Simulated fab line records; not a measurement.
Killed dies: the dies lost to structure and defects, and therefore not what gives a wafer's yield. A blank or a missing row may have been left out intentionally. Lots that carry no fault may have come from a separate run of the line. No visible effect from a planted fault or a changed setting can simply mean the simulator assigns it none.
fab line records    flow nandHarc
record: lots: 6  wafers: 18  lastDay: 34
route steps=1302 shown P_GATE@119 END@1302
lots that met no fault: taken from a fault-free run of the same line
startH: hours from the record's first day to the start of the lot's first wafer shown    waitH: hours from the lot's prior step to this one    " identical to the entry in the row above    L1.1+2: a row that stands for several wafers    - no value, or no start given    * or withheld: withheld    < > ~ a bound
route shown NAME@n: NAME is a module with steps in the file, n the number in the route of the first one    usual: mean/standard deviation taken from wafers without a fault    same: alike in all rows    chamber/n: place in a boat    sites: readings site by site    _std_site: the values' standard deviation    _edge_site: outer sites' mean less inner sites'    radiusMm: how far each site lies from the wafer's centre    mask NAME#n: copy n    behind: the tool/chamber that last shaped the wafer    hold: the reason the lot was held/the length of the hold in hours/how it ended    device: which transistor (n, p or np) failed to switch    end of line: tests of these same wafers at the route's end    step lacking rows: just its recipe    killed: count of dies lost to structure and defects at first sort (not the wafer's yield)    map: per-die view of a wafer (x killed, . not killed, _ where there is no die)
set.NAME: the setting that was run; set.NAME@STEP: the one run at that earlier step    model.NAME: the simulator's own value behind a step, which no gauge read
a table for each step, a row for each wafer; lots at some steps of the route
services: when a tool's chamber went out of use (startH, in hours from the record's first day, below 0 if earlier), for how many hours, and the reason
== steps ==
step: NHARC_P_GATE_EXPOSE_08
recipe: na: 0.6  doseMj: 16.75  maskId: P_HV
step: NHARC_P_GATE_PEB_09
recipe: pebTempC: 118  pebTimeS: 85
step: NHARC_P_GATE_DEVELOP_10
recipe: timeS: 70
step: NHARC_P_GATE_CD_MEAS_11
recipe: targetCdNm: 1640  landingEnergyEv: 500
usual: cdNm: 1638.8/2.5
lot.wafer  tool      chamber  startH  waitH  cdNm
L710.1     cdSem-01  0        151.84  -      1639.3
L710.2     "         0        "       "      1637.6
L710.4     "         0        "       "      1635.0
L711.2     cdSem-02  0        164.91  -      1637.8
L711.3     "         0        "       "      1641.0
L711.5     "         0        "       "      1641.2
L712.1     cdSem-02  0        176.99  -      1635.3
L712.2     "         0        "       "      1635.8
L712.5     "         0        "       "      1636.4
L713.3     cdSem-01  0        182.72  -      1633.5
L713.4     "         0        "       "      1640.6
L713.5     "         0        "       "      1637.4
L719.1     cdSem-01  0        239.42  -      1639.3
L719.3     "         0        "       "      1641.8
L719.4     "         0        "       "      1642.3
L726.2     cdSem-01  0        312.33  -      1636.4
L726.3     "         0        "       "      1640.4
L726.6     "         0        "       "      1637.7
step: NHARC_P_GATE_HARDBAKE_12
recipe: tempC: 125  timeS: 80
step: NHARC_P_GATE_DESCUM_13
recipe: timeS: 3  o2FlowSccm: 200  arFlowSccm: 0  biasPowerW: 0  chemistry: O2
usual: drypumpMotorCurrentA: 5.7/0.58  oesProductAu: 1.002/0.014  rfVppV: 57.7/0.79  showerheadPlenumPTorr: 1.91/0.062  throttleValvePct: 11.311/0.0096
lot.wafer  tool        chamber  startH  waitH  drypumpMotorCurrentA  oesProductAu  rfHoursCounterH  rfVppV  showerheadPlenumPTorr  throttleValvePct
L710.2     rieDiel-05  1        152.00  -      5.7                   1.000         3.4              58.6    1.95                   11.312
L710.4     "           2        "       "      6.0                   1.019         3.3              57.9    2.00                   11.299
L710.1     "           3        "       "      6.6                   0.999         4.0              58.4    1.85                   11.324
L711.2     rieDiel-05  2        165.07  -      6.0                   1.032         3.9              57.6    2.00                   11.305
L711.3     "           0        "       "      6.3                   0.997         4.5              57.6    1.88                   11.321
L711.5     "           3        "       "      6.7                   1.005         -                58.5    1.85                   11.301
L712.2     rieDiel-10  3        177.15  -      5.2                   1.009         6.2              57.9    1.94                   11.314
L712.1     "           1        "       "      4.9                   0.971         8.1              58.2    1.90                   11.317
L712.5     "           0        "       "      5.3                   1.007         -                57.4    1.79                   11.315
L713.3     rieDiel-09  2        182.90  -      5.4                   1.003         0.5              56.8    1.84                   11.311
L713.4     "           3        "       "      5.5                   1.004         0.5              57.8    1.87                   11.297
L713.5     "           0        "       "      6.0                   1.015         -                56.6    1.92                   11.325
L719.1     rieDiel-10  1        239.58  -      4.9                   0.965         12.6             57.5    1.90                   11.324
L719.4     "           2        "       "      5.0                   1.001         10.2             57.7    1.98                   11.310
L719.3     "           3        "       "      5.2                   1.003         9.3              58.2    1.94                   11.294
L726.2     rieDiel-05  1        312.50  -      5.7                   0.994         2.7              57.9    1.94                   11.309
L726.3     "           3        "       "      6.6                   0.978         5.3              56.3    1.84                   11.299
L726.6     "           1        "       "      5.7                   0.992         -                57.1    1.94                   11.317
step: NHARC_P_GATE_ETCH_14
recipe: targetDepthA: 488  chemistry: dHF  material: SiO2
step: NHARC_P_GATE_STRIP_15
recipe: timeS: 780  tempC: 130  chemistry: SPM
step: NHARC_P_GATE_PRECLEAN_71
recipe: timeS: *  tempC: 50  bathAgeMin: 0  chemistry: SC1
step: NHARC_P_GATE_SRD_72
step: NHARC_P_GATE_OXIDE_16
recipe: targetThkA: 30  tempC: 875  oxTimeS: 392  material: SiO2
step: NHARC_P_GATE_CVD_17
recipe: targetThkA: 1500  tempC: 620  timeS: 900  material: poly-Si
step: NHARC_P_GATE_HM_DEP_102
recipe: targetThkA: 1200  tempC: 400  material: aC
usual: throttleValvePct: 34.999/0.0094
lot.wafer  tool       chamber  startH  waitH  throttleValvePct
L710.1     aclDep-03  0        164.36  0.4    34.981
L710.2     "          0        "       "      35.003
L710.4     "          0        "       "      35.003
L711.2     aclDep-02  0        177.87  0.5    35.010
L711.3     "          0        "       "      35.003
L711.5     "          0        "       "      34.987
L712.1     aclDep-03  0        198.10  8.5    35.002
L712.2     "          0        "       "      35.002
L712.5     "          0        "       "      35.001
L713.3     aclDep-03  0        202.72  7.4    35.007
L713.4     "          0        "       "      34.987
L713.5     "          0        "       "      35.004
L719.1     aclDep-03  0        258.15  6.4    35.000
L719.3     "          0        "       "      35.000
L719.4     "          0        "       "      35.022
L726.2     aclDep-01  0        327.23  1.7    35.002
L726.3     "          0        "       "      34.994
L726.6     "          0        "       "      34.995
step: NHARC_P_GATE_DEP_103
recipe: targetThkA: 300  targetThkNm: 30  tempC: 400  flowSccm: 200  rfW: 350  material: SiON
usual: heaterPowerW: 788/91
lot.wafer  tool      chamber  startH  waitH  heaterPowerW
L710.2     pecvd-01  0        165.05  0.5    895
L710.1     "         1        "       "      754
L710.4     "         2        "       "      648
L711.3     pecvd-01  0        178.42  0.3    769
L711.2     "         1        "       "      688
L711.5     "         0        "       "      773
L712.1     pecvd-02  2        198.77  0.6    691
L712.2     "         0        "       "      980
L712.5     "         0        "       "      968
L713.3     pecvd-02  0        203.22  0.4    870
L713.5     "         1        "       "      848
L713.4     "         2        "       "      771
L719.1     pecvd-01  0        258.83  0.6    897
L719.4     "         0        "       "      890
L719.3     "         1        "       "      757
L726.3     pecvd-02  2        327.80  0.3    764
L726.2     "         0        "       "      920
L726.6     "         2        "       "      789
step: NHARC_P_GATE_DEHYDRATE_18
recipe: tempC: 150  timeS: 120
step: NHARC_P_GATE_HMDS_19
recipe: timeS: 30
step: NHARC_P_GATE_COAT_20
recipe: spinRpm: 1500  resistThkNm: 90
step: NHARC_P_GATE_SOFTBAKE_21
recipe: tempC: 105  timeS: 55
step: NHARC_P_GATE_EBR_22
step: NHARC_P_GATE_EXPOSE_23
recipe: na: 1.35  targetCdNm: 120  doseMj: 93.91  maskId: P_GATE
step: NHARC_P_GATE_PEB_24
recipe: pebTempC: 100  pebTimeS: 65
step: NHARC_P_GATE_DEVELOP_25
recipe: developTimeS: 35  devTempC: 23
step: NHARC_P_GATE_CD_MEAS_26
recipe: targetCdNm: 120  landingEnergyEv: 500
usual: cdNm: 120.0/0.75
lot.wafer  tool      chamber  startH  waitH  cdNm
L710.1     cdSem-02  0        165.70  -      120.0
L710.2     "         0        "       "      120.0
L710.4     "         0        "       "      119.9
L711.2     cdSem-02  0        178.98  -      119.6
L711.3     "         0        "       "      119.1
L711.5     "         0        "       "      119.6
L712.1     cdSem-03  0        199.45  -      121.9
L712.2     "         0        "       "      121.7
L712.5     "         0        "       "      120.3
L713.3     cdSem-03  0        203.85  -      120.0
L713.4     "         0        "       "      119.9
L713.5     "         0        "       "      119.7
L719.1     cdSem-03  0        259.62  -      120.4
L719.3     "         0        "       "      120.6
L719.4     "         0        "       "      120.6
L726.2     cdSem-01  0        328.36  -      119.2
L726.3     "         0        "       "      119.5
L726.6     "         0        "       "      120.0
step: NHARC_P_GATE_OVL_MEAS_27
usual: overlayXNm: 0.3/0.86  overlayYNm: -0.1/0.74
lot.wafer  tool        chamber  startH  waitH  overlayXNm  overlayYNm
L710.1     overlay-01  -        165.79  -      0.2         -0.6
L710.2     "           -        "       "      -0.3        -0.8
L710.4     "           -        "       "      -0.1        -0.7
L711.2     overlay-01  -        179.07  -      -1.6        -1.3
L711.3     "           -        "       "      -1.2        -1.3
L711.5     "           -        "       "      -1.6        -0.7
L712.1     overlay-02  -        199.54  -      0.1         1.2
L712.2     "           -        "       "      0.3         0.7
L712.5     "           -        "       "      0.0         0.7
L713.3     overlay-02  -        203.93  -      1.9         0.1
L713.4     "           -        "       "      0.7         -0.7
L713.5     "           -        "       "      1.3         -0.2
L719.1     overlay-02  -        259.71  -      -0.5        -1.1
L719.3     "           -        "       "      -0.7        -0.3
L719.4     "           -        "       "      -1.0        -0.3
L726.2     overlay-01  -        328.44  -      1.0         0.4
L726.3     "           -        "       "      1.0         0.0
L726.6     "           -        "       "      1.2         0.1
step: NHARC_P_GATE_INSPECT_28
usual: rawDefectCount: 8/4.2
lot.wafer  tool              chamber  startH  waitH  hold                     rawDefectCount
L710.1     defectInspect-02  -        165.82  0.0    -                        11
L710.2     "                 -        "       "      -                        5
L710.4     "                 -        "       "      -                        6
L711.2     defectInspect-01  -        179.11  0.0    -                        10
L711.3     "                 -        "       "      -                        5
L711.5     "                 -        "       "      -                        5
L712.1     defectInspect-01  -        199.57  0.0    awaitDispo/0.2h/release  903
L712.2     "                 -        "       "      awaitDispo/0.2h/release  958
L712.5     "                 -        "       "      awaitDispo/0.2h/release  885
L712.1     defectInspect-01  -        199.75  0.2    -                        910
L712.2     "                 -        "       "      -                        961
L712.5     "                 -        "       "      -                        892
L713.3     defectInspect-01  -        203.97  0.0    awaitDispo/0.2h/release  866
L713.4     "                 -        "       "      awaitDispo/0.2h/release  896
L713.5     "                 -        "       "      awaitDispo/0.2h/release  875
L713.3     defectInspect-01  -        204.14  0.2    -                        870
L713.4     "                 -        "       "      -                        885
L713.5     "                 -        "       "      -                        870
L719.1     defectInspect-02  -        259.74  0.0    -                        7
L719.3     "                 -        "       "      -                        6
L719.4     "                 -        "       "      -                        13
L726.2     defectInspect-02  -        328.48  0.0    -                        5
L726.3     "                 -        "       "      -                        11
L726.6     "                 -        "       "      -                        3
step: NHARC_END_SORT_01
recipe: tempC: 25
usual: defectLimitedYield: 90.9/2.4  killedAtArray: 56/17  killedAtOther: 1.2/1.4  killedAtPeriphery: 4/3.2  killedDies: 61/16  killedOpen: 3.6/2.1  killedShort: 2.7/1.8
same: grossDies: 677
lot.wafer  tool       chamber  startH  waitH  defectLimitedYield[%]  killedAtArray  killedAtOther  killedAtPeriphery  killedDies  killedOpen  killedShort
L710.1     prober-01  0        641.02  2.5    93.9                   35             0              6                  41          2           8
L710.2     prober-01  0        641.82  2.8    90.8                   59             0              3                  62          6           4
L710.4     prober-01  0        643.43  3.4    93.1                   44             0              3                  47          5           4
L711.2     prober-02  0        641.85  2.8    86.7                   84             1              5                  90          0           1
L711.3     prober-02  0        642.65  3.1    85.7                   93             1              3                  97          4           1
L711.5     prober-02  0        644.25  3.7    86.9                   84             0              5                  89          3           1
killed by level:class
L710.1 A_CHANNEL_HOLE_D2:chamberFilmFlake=20 P_CONTACT:chamberFilmFlake=3 A_DECK1_JOINT:geometricParticle:short=2 A_CHANNEL_HOLE_D1:chamberFilmFlake=2 A_SLIT:chamberFilmFlake=2 A_WL_FILL:chamberFilmFlake=2 P_CONTACT:geometricParticle:open=1 P_CONTACT:geometricParticle:short=1
L710.2 A_CHANNEL_HOLE_D2:chamberFilmFlake=41 A_CHANNEL_HOLE_D1:chamberFilmFlake=3 A_WL_FILL:chamberFilmFlake=3 P_M0:geometricParticle:open=2 A_CHANNEL_FILL_D1:geometricParticle:short=2 A_ONON_D1:geometricParticle:short=1 A_CHANNEL_FILL_D1:geometricParticle:open=1 A_DECK1_JOINT:geometricParticle:open=1
L711.2 A_SLIT:chamberFilmFlake=34 A_CHANNEL_HOLE_D1:chamberFilmFlake=30 A_CHANNEL_HOLE_D2:chamberFilmFlake=11 A_STAIRCASE:chamberFilmFlake=2 P_ZERO_WELL:chamberFilmFlake=2 P_BONDPAD:chamberFilmFlake=2 A_WL_FILL:chamberFilmFlake=2 A_CHANNEL_HOLE_D1:geometricParticle:short=1
L711.3 A_CHANNEL_HOLE_D1:chamberFilmFlake=38 A_SLIT:chamberFilmFlake=34 A_CHANNEL_HOLE_D2:chamberFilmFlake=11 A_WL_FILL:chamberFilmFlake=4 P_M0:chamberFilmFlake=2 A_CONTACT:chamberFilmFlake=2 P_M2:geometricParticle:open=1 A_DECK1_JOINT:geometricParticle:short=1
L710.4 A_CHANNEL_HOLE_D2:chamberFilmFlake=24 A_CHANNEL_HOLE_D1:chamberFilmFlake=5 A_WL_FILL:chamberFilmFlake=4 A_SLIT:chamberFilmFlake=3 A_STAIRCASE:chamberFilmFlake=2 P_STI:geometricParticle:open=1 P_GATE:geometricParticle:open=1 P_CONTACT:geometricParticle:open=1
L711.5 A_SLIT:chamberFilmFlake=31 A_CHANNEL_HOLE_D1:chamberFilmFlake=26 A_CHANNEL_HOLE_D2:chamberFilmFlake=12 A_WL_FILL:chamberFilmFlake=3 A_CONTACT:chamberFilmFlake=3 P_ZERO_WELL:chamberFilmFlake=2 A_CHANNEL_FILL_D1:chamberFilmFlake=2 A_STAIRCASE:chamberFilmFlake=2
== services ==
tool        chamber  startH  hours  kind
pecvd-01    -        130.00  13.0   pm
pecvd-01    0        130.00  13.0   ventCycle
pecvd-01    1        130.00  13.0   ventCycle
rieDiel-09  -        143.10  9.0    pm
rieDiel-10  0        158.95  5.5    repair
rieDiel-09  2        166.78  6.6    repair
aclDep-01   -        189.58  13.0   pm
rieDiel-09  1        200.94  6.2    repair
pecvd-02    -        214.41  15.2   repair
pecvd-02    -        229.66  13.0   pm
rieDiel-05  -        229.90  9.0    pm
rieDiel-10  -        242.50  9.0    pm
aclDep-02   -        244.05  13.0   pm
rieDiel-05  2        246.03  12.0   repair
rieDiel-05  1        247.73  4.1    repair
pecvd-01    2        252.67  8.8    repair
rieDiel-10  0        273.24  3.8    repair
aclDep-03   -        279.60  1.1    repair
rieDiel-05  0        290.30  9.2    repair
pecvd-02    0        294.44  7.5    repair
aclDep-03   -        300.40  13.0   pm
pecvd-01    -        311.27  13.0   pm
rieDiel-09  -        320.11  9.0    pm
rieDiel-05  1        320.83  18.1   repair
== key ==
firstSign: step: NHARC_P_GATE_INSPECT_28  reading: visit  direction: added
effect: step: NHARC_P_GATE_INSPECT_28  reading: rawDefectCount  direction: up  sigmas: 99+  usual: 8  struck: 897
metAt NHARC_P_GATE_HM_DEP_102
struckWafers L712.1,L712.2,L712.5,L713.3,L713.4,L713.5
scrappedBehind NHARC_P_GATE_INSPECT_28 L712.1,L712.2,L712.5,L713.3,L713.4,L713.5
onsetBetween 164.36 198.10
fault: kind: chamberParticleSource  tool: aclDep-03  chamber: -  onsetH: 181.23  steps: NHARC_P_GATE_HM_DEP_102  ratePerVisitCm2: 1.401  endH: 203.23
